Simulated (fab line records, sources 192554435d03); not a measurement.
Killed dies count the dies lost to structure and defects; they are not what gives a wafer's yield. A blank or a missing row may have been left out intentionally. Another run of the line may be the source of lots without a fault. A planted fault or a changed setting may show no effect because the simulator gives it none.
Split-lot trial + flow n5-finfet + 21 wafers read across 7 lots, on a route 1938 steps long

THE SPLIT
At N5_BEOL_M2_ALD_98 (deposits SiO2, target thk 2.5 nm, pulse time 1 s, co reactant pulse time 1 s), the setting ald-cycles was moved away from the recipe's 17 on 8 of the 21 wafers read, by -11.8% to +11.8%. For the rest of the wafers, this setting stayed at what the recipe calls for.

The split's own step is where the reading is taken.

THE READING
SiO2_of_BEOL_M2_ALD_98.thk-nm (the simulator's own value, which no gauge read), in nm, at N5_BEOL_M2_ALD_98 (deposits SiO2, target thk 2.5 nm, pulse time 1 s, co reactant pulse time 1 s). No usual value for it is given in the file. The 13 wafers here that ran the recipe average 2.5 nm, standard deviation 0.092 nm.

| wafer  | tool, chamber at the split | ald-cycles as run | against the recipe | SiO2_of_BEOL_M2_ALD_98.thk-nm, nm | against lot-mates on the recipe |
|--------|----------------------------|-------------------|--------------------|-----------------------------------|---------------------------------|
| L085.2 | ald-sin-02, 3              | 17                | recipe             | 2.4                               | -                               |
| L085.6 | ald-sin-02, 3              | 17                | recipe             | 2.4                               | -                               |
| L085.4 | ald-sin-02, 1              | 17                | recipe             | 2.6                               | -                               |
| L090.2 | ald-sin-02, 0              | 18                | +5.9%              | 2.6                               | +0.2                            |
| L090.3 | ald-sin-02, 1,2            | 17                | recipe             | 2.4                               | -                               |
| L090.5 | ald-sin-02, 1,2            | 17                | recipe             | 2.4                               | -                               |
| L091.1 | ald-sin-02, 1,2,2          | 17                | recipe             | 2.4                               | -                               |
| L091.3 | ald-sin-02, 1,2,2          | 17                | recipe             | 2.4                               | -                               |
| L091.6 | ald-sin-02, 1,2,2          | 17                | recipe             | 2.4                               | -                               |
| L092.1 | ald-sin-01, 3,2,1          | 19                | +11.8%             | 2.8                               | no lot-mate on the recipe       |
| L092.5 | ald-sin-01, 3,2,1          | 19                | +11.8%             | 2.8                               | no lot-mate on the recipe       |
| L092.6 | ald-sin-01, 3,2,1          | 19                | +11.8%             | 2.8                               | no lot-mate on the recipe       |
| L094.2 | ald-sin-01, 0,3            | 16                | -5.9%              | 2.4                               | -0.2                            |
| L094.5 | ald-sin-01, 0,3            | 16                | -5.9%              | 2.4                               | -0.2                            |
| L094.3 | ald-sin-01, 1              | 17                | recipe             | 2.6                               | -                               |
| L095.1 | ald-sin-01, 0              | 17                | recipe             | 2.6                               | -                               |
| L095.2 | ald-sin-01, 2,0            | 15                | -11.8%             | 2.2                               | -0.4                            |
| L095.5 | ald-sin-01, 2,0            | 15                | -11.8%             | 2.2                               | -0.4                            |
| L096.2 | ald-sin-01, 0,1            | 17                | recipe             | 2.4                               | -                               |
| L096.6 | ald-sin-01, 0,1            | 17                | recipe             | 2.4                               | -                               |
| L096.5 | ald-sin-01, 0              | 17                | recipe             | 2.6                               | -                               |
If several chambers appear in one row, that row covers several wafers at once and the file leaves open which wafer was in which chamber.

FIT RESULTS
A straight line over all 21 wafers: SiO2_of_BEOL_M2_ALD_98.thk-nm changes by +0.0245 nm for each +1% of ald-cycles; r = +0.89; the points scatter about the line by 0.082 nm.
The same after taking each lot's own level away (the mean of its wafers on the recipe; 18 wafers): +0.034 nm for each +1%; r = +0.94; scatter 0.058 nm.
According to that fit, moving ald-cycles by its largest amount changes the reading by 0.4 nm.
The lots' own levels span 2.40 to 2.60 nm, that is 2.2 times the standard deviation above.
In other words, the slope is changed by the lot-to-lot level; the two fits disagree.
Check: with one of the wafers moved furthest among these (-11.8%) left out of the fit, the line predicts -0.4 nm for it against its lot-mates. Against them it came out at -0.4 nm.

ADDITIONAL SPLITS CARRIED BY THESE WAFERS
Other splits were also applied to these wafers ahead of the reading. Each is held against what the fit with the lots' levels taken away leaves over:
| other split on the same wafers      | wafers away from the commonest value | r with SiO2_of_BEOL_M2_ALD_98.thk-nm (lot level and that fit taken away) |
|-------------------------------------|--------------------------------------|--------------------------------------------------------------------------|
| N5_HKMG_FIN_COAT_43 spin-rpm        | 9                                    | +0.10                                                                    |
| N5_MOL_CONTACT_COAG_PECVD_31 temp-c | 7                                    | +0.00                                                                    |
| N5_BEOL_M0_SAQP_PECVD_04 time-s     | 7                                    | +0.00                                                                    |
| N5_BEOL_M0_SAQP_COAT_34 spin-rpm    | 8                                    | -0.17                                                                    |
| N5_BEOL_M0_ETCH_128 source-w        | 8                                    | +0.09                                                                    |
| N5_BEOL_M0_ETCH_109 bias-w          | 10                                   | +0.00                                                                    |

FILE'S OWN FIT
SiO2_of_BEOL_M2_ALD_98.thk-nm changes by +0.034 nm for each +1% of ald-cycles, r = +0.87.
